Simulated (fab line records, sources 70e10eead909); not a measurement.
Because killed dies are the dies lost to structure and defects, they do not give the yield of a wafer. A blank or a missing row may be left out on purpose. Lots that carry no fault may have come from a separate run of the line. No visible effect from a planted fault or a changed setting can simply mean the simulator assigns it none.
fab line records	flow nand_harc
[record] lots = 10	wafers = 30	last_day = 33
route steps=1302 shown A_CHANNEL_HOLE_D1@464 END@1302
lots with no fault: from the same line, run without faults
start_h: hours from the record's first day to the start of the lot's first wafer shown	wait_h: hours from the lot's prior step to this one	" repeats the value in the row above	L1.1+2: one row covering several wafers at once	- no value, or no start was given	* or withheld: withheld	< > ~ a bound
route shown NAME@n: NAME is a module with steps in the file, n the number in the route of the first one	usual: the fault-free wafers' mean and standard deviation	same: alike in all rows	chamber/n: place in a boat	sites: per-site readings	_std_site: the standard deviation of these	_edge_site: the outer-site mean with the inner-site mean subtracted	radius_mm: how far each site lies from the wafer's centre	mask NAME#n: copy n	behind: the last tool/chamber to shape the wafer	hold: cause of the lot's hold/its duration in hours/its outcome	device: transistor that didn't switch, given as n, p or np	end of line: the same wafers' tests at the end of the route	a step given without rows: its recipe and nothing more	killed: at the first sort, the dies lost to defects and structure; wafer yield is something else	map: a wafer's dies, x killed, . not, _ none there
set.NAME: the setting as run; set.NAME@STEP: as run at that earlier step	model.NAME: the simulator's own value behind a step, which no gauge read
a sample of lots followed through the steps of the route, with each step as a table and each wafer as a row
services: the hour from which a tool's chamber was out of use, counted from the record's first day as start_h (under 0 if before that day), plus the number of hours and why
[[steps]]
[step NHARC_A_CHANNEL_HOLE_D1_INSPECT_12]
[usual] raw_defect_count = 5.2/2.8
lot.wafer	tool	chamber	start_h	wait_h	raw_defect_count
L806.2	defect_inspect-01	-	191.16	0.0	6
L806.3	"	-	"	"	5
L806.5	"	-	"	"	6
L811.3	defect_inspect-02	-	236.51	0.0	2
L811.4	"	-	"	"	6
L811.6	"	-	"	"	5
L812.2	defect_inspect-01	-	256.12	0.0	6
L812.4	"	-	"	"	6
L812.6	"	-	"	"	8
L816.2	defect_inspect-01	-	288.67	0.0	6
L816.3	"	-	"	"	7
L816.5	"	-	"	"	6
L817.4	defect_inspect-02	-	296.70	0.0	4
L817.5	"	-	"	"	4
L817.6	"	-	"	"	10
L821.4	defect_inspect-02	-	338.21	0.0	3
L821.5	"	-	"	"	1
L821.6	"	-	"	"	6
L822.3	defect_inspect-01	-	350.87	0.0	5
L822.4	"	-	"	"	4
L822.5	"	-	"	"	5
L823.3	defect_inspect-01	-	362.42	0.0	4
L823.4	"	-	"	"	2
L823.5	"	-	"	"	4
L825.1	defect_inspect-01	-	370.48	0.0	4
L825.3	"	-	"	"	2
L825.6	"	-	"	"	4
L827.2	defect_inspect-01	-	395.24	0.0	14
L827.4	"	-	"	"	7
L827.5	"	-	"	"	5
[step NHARC_A_CHANNEL_HOLE_D1_ETCH_34]
[recipe] target_depth_a = 1540	time_s = 77	cf4_flow_sccm = 100	chf3_flow_sccm = 30	ar_flow_sccm = 0	rf_w = 500	bias_w = 200	chemistry = CF4/CHF3
[usual] bias_w = 200.1/0.65	cf4_flow_sccm = 100.0/0.32	drypump_motor_current_A = 5.8/0.41	mfc_ar_sccm = 0.014/0.012	oes_product_au = 0.940/0.024	rf_vpp_V = 370.3/2.5	showerhead_plenum_p_Torr = 1.56/0.07	throttle_valve_pct = 16.802/0.01
lot.wafer	tool	chamber	start_h	wait_h	bias_w	cf4_flow_sccm	drypump_motor_current_A	mfc_ar_sccm	oes_product_au	rf_hours_counter_h	rf_vpp_V	showerhead_plenum_p_Torr	throttle_valve_pct
L806.2	rie_diel-10	2	-	-	200.1	99.5	5.5	0	0.941	41	368.4	1.48	16.812
L806.3	"	3	"	"	200.1	100.6	6.2	0	0.943	37	374.1	1.61	16.799
L806.5	"	2	"	"	200.8	100.0	5.5	0	0.940	-	367.1	1.48	16.814
L811.4	rie_diel-03	2	-	-	199.5	100.2	5.6	0.029	0.926	10	368.3	1.53	16.813
L811.3	"	3	"	"	199.4	99.4	6.4	0	0.910	10	373.1	1.61	16.789
L811.6	"	3	"	"	199.9	99.7	6.5	0	0.911	-	369.7	1.61	16.814
L812.2	rie_diel-03	3	-	-	199.8	100.0	6.4	0	0.919	12	373.0	1.61	16.800
L812.4	"	0	"	"	200.6	100.3	5.4	0.018	0.921	13	367.5	1.47	16.789
L812.6	"	2	"	"	200.0	99.9	5.6	0.029	0.935	-	368.9	1.53	16.818
L816.3	rie_diel-07	2	-	-	199.5	99.8	5.7	0	0.905	50	367.9	1.49	16.821
L816.2	"	0	"	"	200.2	100.0	5.1	0	0.926	53	369.8	1.55	16.801
L816.5	"	3	"	"	199.7	100.3	6.0	0.009	0.930	-	370.4	1.56	16.827
L817.4	rie_diel-03	1	-	-	198.8	99.9	5.4	0.026	0.967	1	375.5	1.67	16.790
L817.5	"	1	"	"	200.0	100.0	5.5	0.026	0.977	-	373.0	1.67	16.802
L817.6	"	2	"	"	200.0	100.2	5.5	0.029	0.972	-	370.0	1.53	16.803
L821.4	rie_diel-03	0	-	-	199.9	99.8	5.4	0.018	0.965	-	368.8	1.47	16.803
L821.6	"	1	"	"	200.6	99.6	5.5	0.026	0.956	-	372.8	1.67	16.791
L821.5	"	2	"	"	201.0	99.2	5.5	0.029	0.971	-	369.2	1.53	16.783
L822.4	rie_diel-03	3	-	-	200.2	99.8	6.4	0	0.951	4	372.1	1.61	16.802
L822.3	"	1	"	"	199.9	100.5	5.5	0.026	0.972	5	374.0	1.67	16.814
L822.5	"	3	"	"	200.2	99.9	6.4	0	0.944	-	371.7	1.61	16.819
L823.3	rie_diel-03	1	-	-	200.5	99.7	5.5	0.026	0.930	6	373.6	1.67	16.805
L823.4	"	3	"	"	199.9	100.3	6.5	0	0.934	6	370.9	1.61	16.776
L823.5	"	2	"	"	200.1	99.7	5.6	0.029	0.928	-	369.6	1.53	16.799
L825.1	rie_diel-10	3	-	-	200.9	100.1	6.1	0	0.929	43	372.1	1.60	16.798
L825.3	"	0	"	"	199.5	99.9	6.3	0.019	0.929	40	370.4	1.56	16.808
L825.6	"	3	"	"	201.5	100.1	6.2	0	0.929	-	371.6	1.60	16.800
L827.2	rie_diel-03	3	-	-	200.4	100.1	6.4	0	0.952	9	371.7	1.61	16.789
L827.4	"	1	"	"	199.6	99.4	5.4	0.026	0.954	9	374.3	1.67	16.799
L827.5	"	3	"	"	200.3	100.5	6.4	0	0.967	-	370.8	1.61	16.803
[step NHARC_A_CHANNEL_HOLE_D1_ETCH_21]
[recipe] bias_v = 3000	source_w = withheld	pressure_mtorr = 20	time_s = 514.3	ar_flow_sccm = 375	c4f8_flow_sccm = 89.3	o2_flow_sccm = 35.7	temp_c = -20	target_depth_a = 16000	chemistry = C4F8/O2/Ar
[usual] c4f8_flow_sccm = 89.29/0.25	chamber_pressure_mTorr = 20.000/0.019	drypump_motor_current_A = 5.76/0.13	mfc_ar_sccm = 375.1/1.2	showerhead_plenum_p_Torr = 3.63/0.12	throttle_valve_pct = 32.156/0.0093
lot.wafer	tool	chamber	start_h	wait_h	c4f8_flow_sccm	chamber_pressure_mTorr	drypump_motor_current_A	mfc_ar_sccm	rf_hours_counter_h	showerhead_plenum_p_Torr	throttle_valve_pct
L806.2	har_etch-01	0	192.91	0.3	89.52	20.007	5.96	375.0	92	3.61	32.161
L806.3	"	1	"	"	89.26	20.015	5.84	375.8	-	3.73	32.154
L806.5	"	0	"	"	89.60	20.056	5.95	375.4	-	3.61	32.150
L811.3	har_etch-01	0	238.32	0.3	89.33	19.985	5.96	373.5	-	3.59	32.140
L811.4	"	1	"	"	89.07	19.959	5.84	374.6	-	3.72	32.142
L811.6	"	1	"	"	89.43	19.992	5.85	375.2	-	3.72	32.168
L812.2	har_etch-01	0	257.82	0.3	89.35	20.018	5.95	375.2	127	3.59	32.156
L812.4	"	1	"	"	89.25	19.992	5.83	376.7	-	3.72	32.153
L812.6	"	1	"	"	89.27	19.988	5.82	377.4	-	3.72	32.152
L816.2	har_etch-02	1	290.33	0.3	89.19	19.990	5.63	374.0	363	3.62	32.152
L816.3	"	1	"	"	89.05	19.996	5.62	372.9	-	3.62	32.167
L816.5	"	1	"	"	89.58	20.007	5.64	374.1	-	3.62	32.164
L817.4	har_etch-02	1	298.52	0.3	89.52	20.031	5.64	376.3	-	3.62	32.168
L817.6	"	1	"	"	89.56	19.971	5.63	374.5	-	3.62	32.155
L817.5	"	0	"	"	89.01	20.008	5.66	375.6	-	3.48	32.164
L821.4	har_etch-01	0	340.32	0.3	89.18	19.987	5.95	376.8	-	3.56	32.161
L821.6	"	1	"	"	89.41	19.993	5.84	375.2	-	3.69	32.155
L821.5	"	0	"	"	89.40	19.987	5.93	376.3	-	3.56	32.152
L822.4	har_etch-02	0	352.68	0.3	89.32	20.000	5.66	374.0	-	3.47	32.145
L822.3	"	1	"	"	89.77	20.015	5.62	375.1	-	3.60	32.147
L822.5	"	0	"	"	89.33	20.002	5.66	374.5	-	3.47	32.154
L823.4	har_etch-02	0	366.26	0.3	-	-	-	-	-	-	-
L823.3	"	1	"	"	-	-	-	-	-	-	-
L823.5	"	0	"	"	-	-	-	-	-	-	-
L825.1	har_etch-02	1	374.53	0.3	88.95	20.009	5.63	375.7	413	3.59	32.149
L825.3	"	1	"	"	89.09	19.975	5.64	376.6	-	3.59	32.149
L825.6	"	0	"	"	89.55	19.995	5.64	375.8	-	3.46	32.161
L827.2	har_etch-02	1	399.87	0.3	89.55	20.029	5.65	375.7	4	3.93	32.146
L827.4	"	0	"	"	88.91	19.994	5.67	376.5	-	3.93	32.146
L827.5	"	0	"	"	88.55	20.006	5.67	373.2	-	3.93	32.170
[step NHARC_A_CHANNEL_HOLE_D1_ETCH_25]
[recipe] bias_v = 5000	source_w = withheld	pressure_mtorr = 20	time_s = 1040.2	ar_flow_sccm = 375	c4f8_flow_sccm = 93.8	o2_flow_sccm = 31.2	temp_c = -20	target_depth_a = 15000	chemistry = C4F8/O2/Ar
[usual] c4f8_flow_sccm = 93.79/0.29	chamber_pressure_mTorr = 19.999/0.019	drypump_motor_current_A = 5.76/0.13	mfc_ar_sccm = 374.9/1.2	showerhead_plenum_p_Torr = 3.62/0.12	throttle_valve_pct = 32.235/0.0084
lot.wafer	tool	chamber	start_h	wait_h	c4f8_flow_sccm	chamber_pressure_mTorr	drypump_motor_current_A	mfc_ar_sccm	rf_hours_counter_h	showerhead_plenum_p_Torr	throttle_valve_pct
L806.2	har_etch-01	0	195.37	0.6	93.97	19.975	5.96	374.1	95	3.60	32.249
L806.3	"	1	"	"	93.82	19.998	5.86	374.2	-	3.73	32.243
L806.5	"	0	"	"	93.68	19.975	5.95	374.2	-	3.60	32.232
L811.3	har_etch-01	0	240.91	0.7	93.79	20.011	5.95	376.4	-	3.59	32.246
L811.4	"	1	"	"	93.65	19.997	5.85	374.2	-	3.71	32.232
L811.6	"	1	"	"	93.31	20.029	5.86	374.0	-	3.71	32.234
L812.2	har_etch-01	0	260.31	0.6	93.49	19.998	5.96	376.6	129	3.58	32.241
L812.4	"	1	"	"	93.72	19.992	5.85	374.8	-	3.71	32.240
L812.6	"	1	"	"	93.51	20.021	5.82	376.2	-	3.71	32.234
L816.2	har_etch-02	1	292.79	0.6	94.06	20.004	5.61	374.6	365	3.61	32.222
L816.3	"	1	"	"	93.69	19.995	5.61	375.4	-	3.61	32.230
L816.5	"	1	"	"	94.28	19.992	5.62	375.4	-	3.61	32.239
L817.4	har_etch-02	1	301.13	0.7	93.22	20.003	5.62	375.9	-	3.61	32.239
L817.6	"	1	"	"	93.66	20.022	5.61	375.1	-	3.61	32.232
L817.5	"	0	"	"	93.68	20.002	5.66	373.9	-	3.48	32.240
L821.4	har_etch-01	0	343.02	0.7	94.29	20.029	5.93	375.0	-	3.56	32.224
L821.6	"	1	"	"	93.65	20.045	5.84	375.2	-	3.68	32.239
L821.5	"	0	"	"	93.67	19.981	5.93	373.9	-	3.56	32.250
L822.4	har_etch-02	0	355.31	0.7	94.12	20.019	5.66	374.5	-	3.46	32.245
L822.3	"	1	"	"	93.33	19.971	5.63	374.2	-	3.60	32.233
L822.5	"	0	"	"	94.23	19.975	5.64	375.3	-	3.46	32.227
L823.4	har_etch-02	0	368.89	0.7	94.14	20.031	5.66	375.0	-	3.46	32.246
L823.3	"	1	"	"	93.72	20.006	5.64	374.2	-	3.59	32.229
L823.5	"	0	"	"	93.60	20.006	5.67	373.3	-	3.46	32.238
L825.1	har_etch-02	1	377.09	0.7	94.02	20.006	5.61	372.8	415	3.59	32.235
L825.3	"	1	"	"	93.86	20.017	5.64	374.8	-	3.59	32.231
L825.6	"	0	"	"	93.55	19.992	5.68	375.4	-	3.45	32.243
L827.2	har_etch-02	1	402.43	0.7	93.32	19.991	5.62	375.5	7	3.92	32.238
L827.4	"	0	"	"	93.75	19.990	5.64	376.5	-	3.92	32.228
L827.5	"	0	"	"	93.91	19.990	5.67	376.1	-	3.92	32.241
[step NHARC_A_CHANNEL_HOLE_D1_CD_MEAS_30]
[usual] cd_nm = 90.3/1.4
lot.wafer	tool	chamber	start_h	wait_h	cd_nm
L806.2	cd_sem-01	-	198.00	-	88.6
L806.3	"	-	"	"	92.9
L806.5	"	-	"	"	88.9
L811.3	cd_sem-02	-	243.25	-	89.5
L811.4	"	-	"	"	92.5
L811.6	"	-	"	"	91.6
L812.2	cd_sem-02	-	262.92	-	88.0
L812.4	"	-	"	"	90.3
L812.6	"	-	"	"	92.2
L816.2	cd_sem-01	-	295.41	-	90.4
L816.3	"	-	"	"	89.8
L816.5	"	-	"	"	89.1
L817.4	cd_sem-03	-	303.54	-	91.1
L817.5	"	-	"	"	92.8
L817.6	"	-	"	"	88.7
L821.4	cd_sem-03	-	345.22	-	89.7
L821.5	"	-	"	"	91.4
L821.6	"	-	"	"	89.9
L822.3	cd_sem-02	-	357.73	-	90.3
L822.4	"	-	"	"	91.2
L822.5	"	-	"	"	91.9
L823.3	cd_sem-01	-	371.23	-	0.0
L823.4	"	-	"	"	1.5
L823.5	"	-	"	"	1.5
L825.1	cd_sem-01	-	379.57	-	89.2
L825.3	"	-	"	"	92.6
L825.6	"	-	"	"	89.6
L827.2	cd_sem-02	-	404.94	-	89.1
L827.4	"	-	"	"	91.3
L827.5	"	-	"	"	89.1
[step NHARC_A_CHANNEL_HOLE_D1_XSEM_31]
[recipe] landing_energy_ev = 35000
[usual] bot_cd_nm = 74.8/1.4	tilt_deg = 0.08/0.031
lot.wafer	tool	chamber	start_h	wait_h	bot_cd_nm	tilt_deg
L806.2	xsem-01	0	198.08	0.1	72.5	0.12
L806.3	"	0	"	"	76.9	0.12
L806.5	"	0	"	"	73.8	0.12
L811.3	xsem-01	0	243.33	0.1	74.2	0.11
L811.4	"	0	"	"	75.9	0.11
L811.6	"	0	"	"	76.1	0.11
L812.2	xsem-02	0	263.03	0.1	72.3	0.10
L812.4	"	0	"	"	74.0	0.10
L812.6	"	0	"	"	76.8	0.10
L816.2	xsem-02	0	295.50	0.1	75.6	0.06
L816.3	"	0	"	"	75.4	0.06
L816.5	"	0	"	"	74.8	0.06
L817.4	xsem-02	0	303.63	0.1	75.6	0.11
L817.5	"	0	"	"	77.2	0.11
L817.6	"	0	"	"	73.4	0.11
L821.4	xsem-02	0	345.31	0.1	73.9	0.08
L821.5	"	0	"	"	75.7	0.08
L821.6	"	0	"	"	74.0	0.08
L822.3	xsem-02	0	357.83	0.1	74.5	0.08
L822.4	"	0	"	"	75.5	0.08
L822.5	"	0	"	"	76.2	0.08
L823.3	xsem-02	0	371.33	0.1	0.0	0.07
L823.4	"	0	"	"	1.3	0.07
L823.5	"	0	"	"	0.8	0.07
L825.1	xsem-02	0	379.66	0.1	73.9	0.06
L825.3	"	0	"	"	76.7	0.06
L825.6	"	0	"	"	74.6	0.05
L827.2	xsem-02	0	405.03	0.1	73.7	0.03
L827.4	"	0	"	"	76.8	0.03
L827.5	"	0	"	"	74.9	0.03
[step NHARC_END_SORT_01]
[recipe] temp_c = 25
[usual] killed_at_array = 53/20	killed_at_other = 1/1.2	killed_at_periphery = 3.7/2.6	killed_dies = 58/20	killed_open = 3.5/1.8	killed_short = 2.4/1.7
[same] gross_dies = 677
lot.wafer	tool	chamber	start_h	wait_h	killed_at_array	killed_at_other	killed_at_periphery	killed_dies	killed_open	killed_short
L823.3	prober-01	0	739.52	3.1	671	2	4	677	2	2
L823.4	prober-01	0	740.32	3.4	675	0	2	677	4	0
L823.5	prober-01	0	741.12	3.7	675	0	2	677	3	0
// killed by level:class
L823.3 A_CHANNEL_HOLE_D1:area_etch=616 A_CHANNEL_HOLE_D1:chamber_film_flake=34 A_CONTACT:chamber_film_flake=12 P_STI:chamber_film_flake=4 A_M0:chamber_film_flake=3 A_STAIRCASE:chamber_film_flake=2 A_WL_FILL:geometric_particle:short=1 A_WL_FILL:geometric_particle:open=1
L823.4 A_CHANNEL_HOLE_D1:area_etch=632 A_CHANNEL_HOLE_D1:chamber_film_flake=25 A_CONTACT:chamber_film_flake=8 A_SLIT:chamber_film_flake=4 A_STAIRCASE:chamber_film_flake=2 P_M2:geometric_particle:open=1 A_ONON_D1:geometric_particle:open=1 A_ONON_D2:geometric_particle:open=1
L823.5 A_CHANNEL_HOLE_D1:area_etch=631 A_CHANNEL_HOLE_D1:chamber_film_flake=26 A_SLIT:chamber_film_flake=7 A_CONTACT:chamber_film_flake=4 A_M0:chamber_film_flake=3 A_ONON_D1:geometric_particle:open=1 A_DECK1_JOINT:geometric_particle:open=1 A_CONTACT:geometric_particle:open=1
[[services]]
tool	chamber	start_h	hours	kind
rie_diel-03	0	186.80	-	clean
rie_diel-03	1	186.80	-	clean
rie_diel-03	2	186.80	-	clean
rie_diel-10	-	186.86	0.5	repair
rie_diel-07	1	221.90	10.4	repair
rie_diel-10	-	248.53	9.0	pm
rie_diel-03	-	281.44	9.0	pm
rie_diel-07	-	295.07	9.0	pm
rie_diel-03	-	303.67	5.1	repair
rie_diel-07	0	316.51	20.6	repair
rie_diel-03	3	327.46	13.9	repair
rie_diel-07	2	347.87	6.1	repair
rie_diel-10	1	355.09	12.8	repair
xsem-01	-	374.00	14.0	pm
har_etch-02	-	378.22	17.0	pm
har_etch-02	0	378.22	17.0	vent_cycle
har_etch-02	1	378.22	17.0	vent_cycle
har_etch-02	0	395.22	-	clean
har_etch-02	0	395.22	-	consumable_replace:esc
har_etch-02	0	395.22	-	consumable_replace:focus_ring
har_etch-02	0	395.22	-	consumable_replace:showerhead
har_etch-02	1	395.22	-	clean
har_etch-02	1	395.22	-	consumable_replace:focus_ring
har_etch-02	1	395.22	-	consumable_replace:showerhead
[[key]]
[first_sign] step = NHARC_A_CHANNEL_HOLE_D1_ETCH_21	reading = tool_record	direction = missing
[effect] step = NHARC_A_CHANNEL_HOLE_D1_CD_MEAS_30	reading = cd_nm	direction = down	sigmas = 65	usual = 90.3	struck = 1.0
[effect] step = NHARC_A_CHANNEL_HOLE_D1_XSEM_31	reading = bot_cd_nm	direction = down	sigmas = 51	usual = 74.8	struck = 0.7
[effect] step = NHARC_END_SORT_01	reading = killed_at_array	direction = up	sigmas = 32	usual = 53	struck = 674
[more_kills_born_at] NHARC_A_CHANNEL_HOLE_D1_ETCH_21@har_etch-02 = 1879
met_at NHARC_A_CHANNEL_HOLE_D1_ETCH_21
struck_lots L823
later_rows_left_out L823.3,L823.4,L823.5
tester_left_out L823
not_acting_at NHARC_A_CHANNEL_HOLE_D1_INSPECT_12,NHARC_A_CHANNEL_HOLE_D1_ETCH_34,NHARC_A_CHANNEL_HOLE_D1_ETCH_25
onset_between 352.68 366.26
[earlier_fault] kind = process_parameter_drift	tool = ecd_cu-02	chamber = 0	onset_h = 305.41	steps = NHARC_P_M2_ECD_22	channel = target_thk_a	offset = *	shape = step	acts_in = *	stated = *
[fault] kind = skipped_step_whole	tool = har_etch-01,har_etch-02	chamber = -	onset_h = 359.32	steps = NHARC_A_CHANNEL_HOLE_D1_ETCH_21	scope = struck_lots_only
// tester_left_out: of these lots the tester's yield and bins aren't shown, on N5 and GAA mostly nor the transistor test; their killed dies are dies lost to structure and defects alone, not to doping, threshold or leakage, so they don't give the yield
// later_rows_left_out: the simulator's readings of these wafers behind a module that went badly wrong aren't trusted and aren't shown, but for the sort
